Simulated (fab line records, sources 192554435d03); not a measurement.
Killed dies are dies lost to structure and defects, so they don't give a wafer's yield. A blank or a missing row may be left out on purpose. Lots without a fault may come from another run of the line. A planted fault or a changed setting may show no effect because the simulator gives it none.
fab line records | flow n5_finfet
record lots=11 wafers=31 last_day=17
route steps=1938 shown PMOS_HMC_CHANNEL_EPI@81 FIN_SAQP@109 BEOL_M4@1111
lots that met no fault: from a run of the same line without faults
start_h: hours from the record's first day to the start of the lot's first wafer shown | wait_h: hours since the lot's step before | " the same as in the row above | L1.1+2: a row that stands for several wafers | - no value, or no start given | * or withheld: withheld | < > ~ a bound
route shown NAME@n: a module of which the file shows steps, and the number in the route of the first | usual: mean/standard deviation of fault-free wafers | same: alike in all rows | chamber/n: place in a boat | sites: the reading at each site | _std_site: their standard deviation | _edge_site: outer sites' mean less inner sites' | radius_mm: how far each site lies from the wafer's centre | mask NAME#n: copy n | behind: the tool/chamber that last shaped the wafer | hold: why the lot was held/for how many hours/how that ended | device: the transistor (n, p or np) that didn't switch | end of line: the same wafers' tests at the end of the route | a step without rows: its recipe alone | killed: dies lost to structure and defects at the first sort, not the wafer's yield | map: a wafer's dies, x killed, . not, _ none there
set.NAME: the setting as run; set.NAME@STEP: as run at that earlier step | model.NAME: the simulator's own value behind a step, which no gauge read
steps of the route over a sample of lots; a table a step, a row a wafer
services: from which hour (start_h, from the record's first day; less than 0 if before it) a tool's chamber was out of use, for how many hours, and why
## steps
# step N5_PMOS_HMC_CHANNEL_EPI_CMP_21
# recipe material=SiGe30 post_cmp_clean=alkaline_brush target_thk_nm=54
# usual motor_current_A=12.4/1.1
# columns lot.wafer tool chamber start_h wait_h motor_current_A
L835.1 cmp-03 1 19.31 0.0 12.2
L835.2 " 2 " " 12.0
L835.3 " 3 " " 10.8
L836.3 cmp-02 3 26.01 0.1 12.7
L836.1 " 0 " " 11.7
L836.5 " 2 " " 12.8
L838.1 cmp-03 3 37.98 0.1 10.0
L838.3 " 1 " " 11.5
L838.5 " 3 " " 11.0
L839.1 cmp-01 0 43.65 0.0 15.3
L839.6 " 0 " " 14.8
L839.5 " 1 " " 12.5
L840.1 cmp-01 3 49.52 0.1 12.6
L840.3 " 0 " " 14.9
L840.5 " 2 " " 11.6
L841.2 cmp-03 1 58.26 0.1 11.5
L841.3 " 2 " " 12.0
L841.6 " 0 " " 13.9
L842.1 cmp-03 2 61.60 0.1 12.1
L842.5 " 3 " " 11.1
L847.1 cmp-03 2 91.61 0.0 11.9
L847.4 " 3 " " 10.6
L848.3 cmp-02 0 97.31 0.1 11.5
L848.2 " 2 " " 11.9
L848.5 " 3 " " 12.5
L854.3 cmp-02 0 133.78 0.0 11.6
L854.5 " 0 " " 11.7
L854.6 " 1 " " 11.0
L858.2 cmp-03 0 158.05 0.2 13.5
L858.1 " 3 " " 11.6
L858.6 " 0 " " 13.9
# step N5_FIN_SAQP_PEB_14
# recipe peb_temp_c=withheld peb_time_s=60 resist=CAR-ArF
# columns lot.wafer tool chamber start_h wait_h
L835.1+2+3 litho_track-03 0 21.68 0.1
L836.1+3+5 litho_track-05 0 28.13 0.1
L838.1+3+5 litho_track-03 0 40.00 0.1
L839.1+5+6 litho_track-05 0 45.72 0.1
L840.1+3+5 litho_track-03 0 52.05 0.1
L841.2+3+6 litho_track-05 0 60.67 0.0
L842.1+5 litho_track-03 0 63.51 0.1
L847.1+4 litho_track-03 0 93.90 0.1
L848.2+3+5 litho_track-05 0 101.71 0.0
L854.3+5+6 litho_track-02 0 135.91 0.0
L858.1+2+6 litho_track-02 0 160.24 0.1
# step N5_FIN_SAQP_CD_MEAS_16
# recipe target_cd_nm=35.6 landing_energy_ev=500 detector=se_inlens
# usual cd_nm=35.64/0.3
# columns lot.wafer tool chamber start_h wait_h cd_nm
L835.1 cd_sem-03 0 21.75 - 35.56
L835.2 " 0 " " 36.01
L835.3 " 0 " " 35.36
L836.1 cd_sem-01 0 28.19 - 35.78
L836.3 " 0 " " 35.88
L836.5 " 0 " " 35.80
L838.1 cd_sem-01 0 40.07 - 35.78
L838.3 " 0 " " 35.94
L838.5 " 0 " " 35.79
L839.1 cd_sem-03 0 45.79 - 35.53
L839.5 " 0 " " 35.62
L839.6 " 0 " " 35.45
L840.1 cd_sem-03 0 52.11 - 35.20
L840.3 " 0 " " 35.81
L840.5 " 0 " " 35.36
L841.2 cd_sem-03 0 60.73 - 35.83
L841.3 " 0 " " 35.78
L841.6 " 0 " " 35.49
L842.1 cd_sem-01 0 63.58 - 35.68
L842.5 " 0 " " 34.69
L847.1 cd_sem-03 0 93.97 - 35.59
L847.4 " 0 " " 34.44
L848.2 cd_sem-02 0 101.78 - 35.72
L848.3 " 0 " " 35.67
L848.5 " 0 " " 35.22
L854.3 cd_sem-03 0 135.98 - 36.02
L854.5 " 0 " " 36.13
L854.6 " 0 " " 35.78
L858.1 cd_sem-03 0 160.31 - 35.62
L858.2 " 0 " " 35.71
L858.6 " 0 " " 35.24
# step N5_FIN_SAQP_INSPECT_18
# recipe mode=adi inspect_instrument=brightfield
# usual raw_defect_count=422/120
# columns lot.wafer tool chamber start_h wait_h raw_defect_count
L835.1 defect_inspect-01 - 21.81 0.0 497
L835.2 " - " " 715
L835.3 " - " " 474
L836.1 defect_inspect-02 - 28.26 0.0 465
L836.3 " - " " 527
L836.5 " - " " 336
L838.1 defect_inspect-02 - 40.13 0.0 713
L838.3 " - " " 468
L838.5 " - " " 678
L839.1 defect_inspect-01 - 45.85 0.0 393
L839.5 " - " " 358
L839.6 " - " " 350
L840.1 defect_inspect-01 - 52.18 0.0 390
L840.3 " - " " 259
L840.5 " - " " 354
L841.2 defect_inspect-01 - 60.80 0.0 550
L841.3 " - " " 581
L841.6 " - " " 361
L842.1 defect_inspect-01 - 63.64 0.0 399
L842.5 " - " " 431
L847.1 defect_inspect-01 - 94.03 0.0 415
L847.4 " - " " 425
L848.2 defect_inspect-02 - 101.84 0.0 661
L848.3 " - " " 629
L848.5 " - " " 332
L854.3 defect_inspect-02 - 136.03 0.0 707
L854.5 " - " " 473
L854.6 " - " " 549
L858.1 defect_inspect-01 - 160.37 0.0 653
L858.2 " - " " 585
L858.6 " - " " 485
# step N5_FIN_SAQP_SPACER1_ALD_24
# recipe material=SiO2 target_thk_a=203 temp_c=300 ald_precursor_family=BDEAS ald_co_reactant=O2-plasma pulse_time_s=1 purge_time_s=2 co_reactant_purge_time_s=2 ald_cycles=218 pressure_torr=2
# usual heater_power_w=466/50 precursor_pulse_height_rel=1.001/0.021 susceptor_temp_C=299.99/0.19
# same co_reactant_purge_time_s=2
# columns lot.wafer tool chamber start_h wait_h heater_power_w precursor_pulse_height_rel susceptor_temp_C
L835.1 ald_sin-01 2 23.49 0.3 434 1.047 299.81
L835.2 " 0 " " 449 1.016 300.39
L835.3 " 3 " " 535 1.003 300.19
L836.1 ald_sin-04 0 29.67 0.3 360 1.001 299.85
L836.3 " 2 " " 561 1.067 299.64
L836.5 " 3 " " 379 0.995 299.70
L838.1 ald_sin-01 1 41.25 0.3 450 1.001 300.14
L838.3 " 0 " " 458 1.038 300.22
L838.5 " 3 " " 522 0.975 300.10
L839.1 ald_sin-02 3 47.25 0.5 497 1.009 300.01
L839.5 " 1 " " 486 1.004 299.77
L839.6 " 0 " " 477 0.981 299.97
L840.1 ald_sin-04 0 53.30 0.3 365 0.980 300.13
L840.3 " 2 " " 581 0.974 300.02
L840.5 " 1 " " 493 0.976 300.07
L841.2 ald_sin-02 3 62.04 0.3 489 0.977 300.04
L841.3 " 0 " " 480 1.008 299.87
L841.6 " 0 " " 482 1.037 300.16
L842.1 ald_sin-02 3 64.76 0.3 500 1.006 300.20
L842.5 " 0 " " 485 1.024 300.28
L847.1 ald_sin-02 0 95.57 0.3 479 0.963 299.87
L847.4 " 2 " " 418 1.003 299.66
L848.2 ald_sin-02 1 103.04 0.3 493 1.011 300.16
L848.3 " 0 " " 479 0.992 300.07
L848.5 " 2 " " 425 1.043 299.86
L854.3 ald_sin-02 2 137.81 0.8 435 0.967 300.08
L854.5 " 0 " " 486 1.010 300.00
L854.6 " 3 " " 487 1.018 299.85
L858.1 ald_sin-02 1 162.21 1.0 506 0.961 300.17
L858.2 " 0 " " 484 0.962 300.08
L858.6 " 0 " " 485 1.014 299.91
# step N5_BEOL_M4_RC_MEAS_101
# usual DIBL_N=35.8/1.6 DIBL_P=36.0/2.1 IOFF_N=0.153/0.026 IOFF_P=0.21/0.037 ION_N=673/11 ION_P=462/7.6 SS_N=71.4/0.53 SS_P=73.2/0.67 VT_N=250/3.2 VT_P=-250/3.7
# columns lot.wafer tool chamber start_h wait_h DIBL_N[mV/V] DIBL_P[mV/V] IOFF_N[nA/um] IOFF_P[nA/um] ION_N[uA/um] ION_P[uA/um] SS_N[mV/dec] SS_P[mV/dec] VT_N[mV] VT_P[mV]
L835.1 prober-02 0 169.42 0.0 37.3 39.2 0.188 0.26 684 476 70.9 74.0 245 -248
L835.2 " 0 " " 33.5 33.7 0.117 0.17 662 463 71.1 72.5 256 -251
L835.3 " 0 " " 37.9 38.8 0.207 0.27 700 476 71.1 74.2 243 -245
L836.1 prober-02 0 177.41 0.0 35.3 36.1 0.139 0.18 670 453 71.1 73.2 252 -255
L836.3 " 0 " " 37.4 37.9 0.165 0.20 675 460 71.7 73.4 250 -250
L836.5 " 0 " " 35.5 35.7 0.137 0.18 673 456 71.6 72.4 253 -252
L838.1 prober-02 0 192.23 0.0 38.4 37.5 0.175 0.22 679 461 72.8 73.6 251 -251
L838.3 " 0 " " 39.5 39.5 0.193 0.27 685 473 72.2 74.4 250 -249
L838.5 " 0 " " 36.4 35.9 0.144 0.20 678 464 70.8 73.0 251 -253
L839.1 prober-01 0 198.14 0.0 37.5 36.1 0.193 0.24 691 468 71.4 73.7 245 -246
L839.5 " 0 " " 37.4 36.3 0.183 0.25 685 471 70.9 73.9 246 -243
L839.6 " 0 " " 36.8 35.5 0.180 0.24 697 476 70.6 72.9 245 -243
L840.1 prober-02 0 198.55 0.0 34.5 35.5 0.142 0.20 675 468 71.3 72.8 251 -250
L840.3 " 0 " " 33.6 34.5 0.126 0.17 665 452 71.1 72.9 250 -254
L840.5 " 0 " " 33.7 34.1 0.124 0.17 670 447 71.2 72.5 252 -252
L841.2 prober-02 0 207.61 0.2 37.0 38.7 0.192 0.25 690 467 71.4 73.6 248 -247
L841.3 " 0 " " 35.2 35.6 0.153 0.20 680 464 71.2 73.2 250 -253
L841.6 " 0 " " 35.6 36.5 0.159 0.21 670 463 71.8 72.8 252 -250
L842.1 prober-01 0 207.77 0.0 33.7 33.4 0.121 0.17 658 458 70.6 72.8 253 -255
L842.5 " 0 " " 31.5 30.3 0.091 0.13 647 445 70.2 72.0 256 -257
L847.1 prober-02 0 240.69 0.0 33.4 32.2 0.113 0.16 656 449 71.4 71.8 254 -252
L847.4 " 0 " " 36.6 37.2 0.168 0.23 684 465 71.2 73.2 249 -248
L848.2 prober-01 0 251.81 0.2 34.2 35.2 0.139 0.20 672 467 71.2 72.5 252 -251
L848.3 " 0 " " 34.2 34.9 0.136 0.21 676 472 71.8 72.8 253 -248
L848.5 " 0 " " 35.0 35.9 0.168 0.23 678 466 71.3 73.4 247 -249
L854.3 prober-01 0 289.61 0.3 36.5 36.6 0.159 0.20 669 459 71.4 73.7 253 -251
L854.5 " 0 " " 37.5 37.0 0.174 0.21 680 464 72.2 73.4 250 -249
L854.6 " 0 " " 34.7 35.0 0.136 0.18 661 460 70.6 72.9 253 -254
L858.1 prober-01 0 306.13 0.0 38.3 36.3 0.182 0.21 675 454 71.5 73.9 248 -251
L858.2 " 0 " " 34.6 32.5 0.124 0.17 668 456 71.3 72.6 254 -253
L858.6 " 0 " " 35.0 33.8 0.136 0.18 665 461 71.1 73.1 249 -253
## services
# columns tool chamber start_h hours kind
ald_sin-02 0 7.98 - clean
ald_sin-02 1 7.98 - clean
ald_sin-02 2 7.98 - clean
ald_sin-02 3 7.98 - clean
cmp-02 - 8.20 6.3 pm
cmp-02 - 14.52 5.4 pm
ald_sin-01 2 26.50 3.3 repair
litho_track-02 - 42.32 - consumable_replace:filter
cmp-02 - 50.33 4.0 pm
cmp-02 - 54.33 - consumable_replace:conditioner
cmp-02 - 54.33 - consumable_replace:pad
cmp-03 - 55.30 0.9 repair
litho_track-03 - 71.47 - consumable_replace:filter
cmp-03 - 89.20 2.3 repair
cmp-01 - 102.96 0.9 repair
cmp-03 - 114.49 0.3 repair
cmp-02 - 136.75 1.0 repair
cmp-02 - 157.28 1.2 repair
## key
first_sign step=N5_FIN_SAQP_CD_MEAS_16 reading=cd_nm direction=down sigmas=3.6 usual=35.64 struck=34.57
effect none on later readings
met_at N5_FIN_SAQP_PEB_14
struck_lots L842,L847
struck_wafers L842.5,L847.4
not_acting_at N5_PMOS_HMC_CHANNEL_EPI_CMP_21,N5_FIN_SAQP_INSPECT_18,N5_FIN_SAQP_SPACER1_ALD_24
onset_between 52.05 63.51
fault kind=process_parameter_drift tool=litho_track-03 chamber=- onset_h=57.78 steps=N5_FIN_SAQP_PEB_14 channel=peb_time_s offset=* shape=step end_h=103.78 scope=struck_wafers_only acts_in=* stated=*
